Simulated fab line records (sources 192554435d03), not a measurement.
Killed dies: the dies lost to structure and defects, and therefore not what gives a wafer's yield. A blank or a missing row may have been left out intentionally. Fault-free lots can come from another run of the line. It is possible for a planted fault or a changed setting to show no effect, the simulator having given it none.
fab line records ; flow n5Finfet
record lots=5; wafers=12; lastDay=17
route steps=1938 shown BEOL_M9@1461 BEOL_M10@1470 PASSIVATION@1936
lots with no fault: from the same line, run without faults
startH: hours from the record's first day to the start of the lot's first wafer shown ; waitH: hours elapsed since this lot's preceding step ; " the same as in the row above ; L1.1+2: a single row standing in for several wafers ; - no value, or no start was given ; * or withheld: withheld ; < > ~ a bound
route shown NAME@n: names a module that has steps shown in the file, with the first one's number in the route ; usual: mean/standard deviation of fault-free wafers ; same: alike in all rows ; chamber/n: place in a boat ; sites: readings site by site ; _std_site: standard deviation of those values ; _edge_site: outer sites' mean less inner sites' ; radiusMm: for every site, how far away it sits from the centre of the wafer ; mask NAME#n: copy n ; behind: the last tool/chamber to shape the wafer ; hold: why the lot was held/for how many hours/how that ended ; device: the transistor (n, p or np) that didn't switch ; end of line: tests run on the same wafers once the route is complete ; a step without rows: its recipe alone ; killed: at the first sort, the dies lost to defects and structure; wafer yield is something else ; map: the dies of a wafer, with x for killed, . for not killed, _ for no die there
set.NAME: the setting that was run; set.NAME@STEP: the one run at that earlier step ; model.NAME: the simulator's own value behind a step, which no gauge read
a table for each step, a row for each wafer; lots at some steps of the route
services: the hour from which a tool's chamber was out of use, counted from the record's first day as startH (under 0 if before that day), plus the number of hours and why
## steps
# step N5_BEOL_M9_SPUTTER_48
# recipe material=Cu; targetThkA=120; tempC=-20; biasV=60; powerW=26000; chamberPressurePa=0.13; timeS=2
# step N5_BEOL_M9_ECD_50
# recipe material=Cu; targetThkA=3180
# step N5_BEOL_M9_ANNEAL_51
# recipe tempC=225; timeS=90; ambient=N2
# step N5_BEOL_M9_CMP_52
# recipe stopOn=SiCOH_lowk; tOverpolishS=7; downForcePsi=1; platenRpm=50; clearingPlatenDownForcePsi=1.5; clearingPlatenRpm=50; postCmpClean=cuAlkaline; targetThkNm=140; clearingPlatenPadVelocityMS=0.99484; padVelocityMS=0.99484
# step N5_BEOL_M9_PRE_CLEAN_55
# recipe gas=NH3; timeS=15; tempC=withheld; rfPowerW=300
# step N5_BEOL_M9_DEP_56
# recipe material=SiCN; targetThkA=150; tempC=withheld; precursor=3MS/NH3; pressureTorr=3; rfW=202; timeS=26.5
# step N5_BEOL_M10_ILD_DEP_00
# recipe material=SiCOH_lowk; targetThkA=3085.1; tempC=300; precursor=DEMS/porogen; pressureTorr=5; rfW=500; timeS=58
# step N5_BEOL_M10_CURE_71
# recipe tempC=385; timeS=240; ambient=He/Ar; material=SiCOH_lowk
# step N5_BEOL_M10_PECVD_70
# recipe material=SiO2; targetThkA=200; tempC=400; precursor=TEOS/O2; pressureTorr=5.5; rfW=450; teosFlowSccm=53.8; gas=O2; flowSccm=3000; timeS=22.7
# usual heaterPowerW=694/130; showerheadPlenumPTorr=8.77/0.057; throttleValvePct=22.6/1.6
lot.wafer;tool;chamber;startH;waitH;heaterPowerW;showerheadPlenumPTorr;throttleValvePct;model.SiO2_of_BEOL_M10_PECVD_70.thkNm
L386.2;pecvd-03;1;245.93;0.0;478;8.76;21.9;19.8
L386.4;pecvd-03;0;245.93;0.0;942;8.74;23.9;20.2
L386.5;pecvd-03;2;245.93;0.0;518;8.82;20.8;20.4
L398.2;pecvd-03;0;317.89;0.0;968;8.76;24.1;20
L398.3;pecvd-03;2;317.89;0.0;515;8.84;21.2;20.2
L398.6;pecvd-03;1;317.89;0.0;553;8.76;21.9;20.2
L400.4;pecvd-03;2;327.51;0.1;556;8.83;21.0;20.6
L400.6;pecvd-03;0;327.51;0.1;782;8.73;24.1;28
L403.1;pecvd-03;0;335.37;0.0;825;8.74;23.9;19.8
L403.5;pecvd-03;1;335.37;0.0;543;8.74;22.1;28
L402.1;pecvd-03;1;345.73;0.0;534;8.74;21.8;19.6
L402.5;pecvd-03;0;345.73;0.0;853;8.73;24.1;28.4
# step N5_BEOL_M10_HM_DEP_02
# recipe material=TiN; targetThkA=200; tempC=25; chamberPressurePa=0.49996
# step N5_BEOL_M10_COAT_59
# recipe resist=SOC; tempC=250; timeS=60; spinRpm=1500; resistThkNm=100
# step N5_BEOL_M10_COAT_60
# recipe resist=SiARC; tempC=220; timeS=60; spinRpm=1500; resistThkNm=30
# step N5_BEOL_M10_COAT_05
# recipe resist=CAR-ArF; spinRpm=1500; resistThkNm=90
# step N5_BEOL_M10_EBR_07
# recipe solvent=PGMEA; ebrWidthMm=1.5
# step N5_BEOL_M10_SOFTBAKE_06
# recipe tempC=110; timeS=60; resist=CAR-ArF
# step N5_BEOL_M10_EXPOSE_08
# recipe maskId=M10; na=1.35; sourceShape=dipole; sigmaInner=0.411; sigmaOuter=0.611; polarization=te; doseMj=53.75
# step N5_BEOL_M10_PEB_09
# recipe pebTempC=withheld; pebTimeS=60; resist=CAR-ArF
# step N5_BEOL_M10_DEVELOP_10
# recipe developTimeS=30; developer=TMAH; resist=CAR-ArF; rinseLiquid=diw; dry=airSpin; devTempC=23
# step N5_BEOL_M10_DESCUM_16
# recipe chemistry=O2; timeS=7.9; sourcePowerW=50; biasPowerW=20; pressureMtorr=20; rfFrequencyHz=2.712e+07; tempC=40; resist=CAR-ArF; o2FlowSccm=225
# step N5_BEOL_M10_ETCH_61
# recipe chemistry=CF4; target=SiARC; targetDepthA=390; maskMaterial=CAR-ArF; timeS=65; ionEnergyEv=80; pressureMtorr=40; sourceW=545; biasW=36; Ar_flow_sccm=100; cf4FlowSccm=100; ends=cleared
# step N5_BEOL_M10_ETCH_62
# recipe chemistry=N2/H2; target=SOC; targetDepthA=1100; overetchA=220; maskMaterial=SiARC; tempC=40; timeS=165; ionEnergyEv=200; pressureMtorr=30; sourceW=840; biasW=150; n2FlowSccm=200; h2FlowSccm=200
# step N5_BEOL_M10_STRIP_68
# recipe chemistry=N2/H2; tempC=40; n2FlowSccm=200; h2FlowSccm=200; rfFrequencyHz=6e+07
# step N5_BEOL_M10_STRIP_67
# recipe chemistry=CF4; resist=SiARC; powerW=300; biasPowerW=75; pressureMtorr=50; cf4FlowSccm=150; rfFrequencyHz=6e+07
# step N5_BEOL_M10_HM_OPEN_17
# recipe chemistry=Cl2/BCl3; targetDepthA=200; overetchA=60; target=TiN; maskMaterial=SOC; ionEnergyEv=150; pressureMtorr=10; icpW=1000; biasW=126; Cl2_flow_sccm=53.25; bcl3FlowSccm=21.75; Ar_flow_sccm=25
# step N5_BEOL_M10_STRIP_19
# recipe chemistry=O2; powerW=400; tempC=40; pressureMtorr=30; rfFrequencyHz=6e+07; biasPowerW=0; overashFraction=0.2; o2FlowSccm=225
# step N5_BEOL_M10_COAT_63
# recipe resist=SOC; tempC=250; timeS=60; spinRpm=1500; resistThkNm=100
# step N5_BEOL_M10_COAT_64
# recipe resist=SiARC; tempC=220; timeS=60; spinRpm=1500; resistThkNm=30
# step N5_BEOL_M10_COAT_22
# recipe resist=CAR-ArF; spinRpm=1500; resistThkNm=90
# step N5_BEOL_M10_EBR_24
# recipe solvent=PGMEA; ebrWidthMm=1.5
# step N5_BEOL_M10_SOFTBAKE_23
# recipe tempC=110; timeS=60; resist=CAR-ArF
# step N5_BEOL_M10_EXPOSE_25
# recipe maskId=V9; na=1.35; sourceShape=annular; sigmaInner=0.5; sigmaOuter=0.8; polarization=unpolarized; doseMj=85.5
# step N5_BEOL_M10_PEB_26
# recipe pebTempC=withheld; pebTimeS=60; resist=CAR-ArF
# step N5_BEOL_M10_DEVELOP_27
# recipe developTimeS=30; developer=TMAH; resist=CAR-ArF; rinseLiquid=diw; dry=airSpin; devTempC=23
# step N5_BEOL_M10_HM_STRIP_39
# recipe chemistry=peroxideTinStrip; material=TiN; targetDepthA=250; tempC=50; timeS=158
lot.wafer;tool;chamber;startH;waitH;model.SiO2_of_BEOL_M10_PECVD_70.thkNm
L386.2;wetBench-05;3;250.21;0.0;19.8
L386.4;wetBench-05;2;250.21;0.0;20
L386.5;wetBench-05;1;250.21;0.0;20.4
L398.2;wetBench-02;7;323.63;0.0;19.8
L398.3+6;wetBench-02;6,0;323.63;0.0;20
L400.4;wetBench-01;5;332.48;0.0;20.4
L400.6;wetBench-01;0;332.48;0.0;28
L403.1;wetBench-02;2;338.60;0.0;19.6
L403.5;wetBench-02;4;338.60;0.0;27.8
L402.1;wetBench-02;1;349.67;0.0;19.6
L402.5;wetBench-02;6;349.67;0.0;28.2
# step N5_BEOL_M10_CMP_52
# recipe stopOn=SiCOH_lowk; tOverpolishS=7; downForcePsi=1; platenRpm=50; clearingPlatenDownForcePsi=1.5; clearingPlatenRpm=50; postCmpClean=cuAlkaline; targetThkNm=140; clearingPlatenPadVelocityMS=0.99484; padVelocityMS=0.99484
# usual barrierFieldEndpointS=28.7/0.73; motorCurrentA=5.9/0.64; slurryFilterDpKPa=13.51/0.14
lot.wafer;tool;chamber;startH;waitH;barrierFieldEndpointS;motorCurrentA;slurryFilterDpKPa
L386.2;cmp-01;3;252.47;0.2;29.0;5.6;13.54
L386.4;cmp-01;2;252.47;0.2;27.6;5.7;13.46
L386.5;cmp-01;0;252.47;0.2;29.3;5.6;13.74
L398.3;cmp-01;0;325.80;0.2;29.4;5.8;13.77
L398.2;cmp-01;1;325.80;0.2;29.0;6.6;13.75
L398.6;cmp-01;2;325.80;0.2;28.4;5.9;13.40
L400.4;cmp-01;3;334.47;0.2;29.4;5.5;13.53
L400.6;cmp-01;3;334.47;0.2;37.9;5.8;13.58
L403.1;cmp-03;0;342.37;0.3;28.5;6.3;13.37
L403.5;cmp-03;1;342.37;0.3;38.3;5.7;13.81
L402.1;cmp-01;1;354.33;0.3;28.1;6.4;13.38
L402.5;cmp-01;2;354.33;0.3;36.7;5.7;13.60
# step N5_PASSIVATION_PROBE_49
# usual defectLimitedYield=91.4/1.5; killed_at_M0_to_M3=34/10; killed_at_M4_up=15/6; killedAtContacts=12/6; killedAtFrontEnd=37/11; killedAtOther=3.3/2.8; killedDies=101/18; killedOpen=66/14; killedShort=33/7.8; sort_bin_5_function=5.0/0.97; sort_bin_6_memory=3.2/0.72; sortNPass=1079/18; sortYieldPct=91.4/1.5
# same grossDies=1180; killedAtBackSide=0; sort_bin_4_leakage[%]=0; sort_bin_8_speed[%]=0
lot.wafer;tool;chamber;startH;waitH;defectLimitedYield[%];killed_at_M0_to_M3;killed_at_M4_up;killedAtContacts;killedAtFrontEnd;killedAtOther;killedDies;killedOpen;killedShort;sort_bin_5_function[%];sort_bin_6_memory[%];sortNPass;sortYieldPct[%]
L403.1;prober-02;-;385.86;0.0;91.0;30;5;16;50;5;106;66;38;5.0;3.3;1074;91.0
L403.5;prober-02;-;386.06;0.2;91.5;28;10;9;43;10;100;60;36;5.1;2.9;1080;91.5
# killed by level:class
L403.1 FIN_SAQP:geometricParticle:open=14 MOL_CONTACT_COAG:geometricParticle:open=13 BEOL_M0_SAQP:geometricParticle:short=8 BEOL_M3:geometricParticle:open=7 BEOL_M0_SAQP:geometricParticle:open=6 FIN_SAQP:geometricParticle:short=5 STI_FIN_REVEAL:geometricParticle:open=5 GATE_CUT:geometricParticle:short=5
L403.5 BEOL_M0_SAQP:geometricParticle:short=11 BEOL_M0_SAQP:geometricParticle:open=8 FIN_SAQP:geometricParticle:open=7 STI_FIN_REVEAL:geometricParticle:open=7 MOL_CONTACT_COAG:geometricParticle:open=6 BEOL_M3:geometricParticle:open=6 DUMMY_GATE:geometricParticle:open=5 BEOL_M4:geometricParticle:open=4
## services
tool;chamber;startH;hours;kind
cmp-01;-;234.04;3.7;pm
pecvd-03;1;260.12;40.9;repair
cmp-03;-;274.80;4.0;pm
pecvd-03;-;276.82;6.0;pm
cmp-03;-;278.80;-;consumableReplace:conditioner
cmp-03;-;278.80;-;consumableReplace:pad
cmp-01;-;288.82;1.2;repair
pecvd-03;-;298.20;0.8;repair
cmp-03;-;298.26;0.7;repair
cmp-01;-;310.90;4.0;pm
cmp-01;-;314.90;-;consumableReplace:conditioner
cmp-01;-;314.90;-;consumableReplace:pad
pecvd-03;0;336.45;5.0;scheduledDown
cmp-03;-;343.51;2.6;repair
## key
firstSign step=N5_BEOL_M10_CMP_52; reading=barrierFieldEndpointS; direction=up; sigmas=12; usual=28.7; struck=37.7
effect none on later readings
modelEffect step=N5_BEOL_M10_PECVD_70; value=SiO2_of_BEOL_M10_PECVD_70.thkNm; without=20.27; struck=28.13
modelEffect step=N5_BEOL_M10_HM_STRIP_39; value=SiO2_of_BEOL_M10_PECVD_70.thkNm; without=20.13; struck=28
metAt N5_BEOL_M10_PECVD_70
struckWafers L400.6,L402.5,L403.5
onsetBetween 317.89 327.51
fault kind=processParameterDrift; tool=pecvd-03; chamber=-; onsetH=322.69; steps=N5_BEOL_M10_PECVD_70; channel=timeS; offset=*; shape=step; endH=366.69; scope=struckWafersOnly; actsIn=*; stated=*
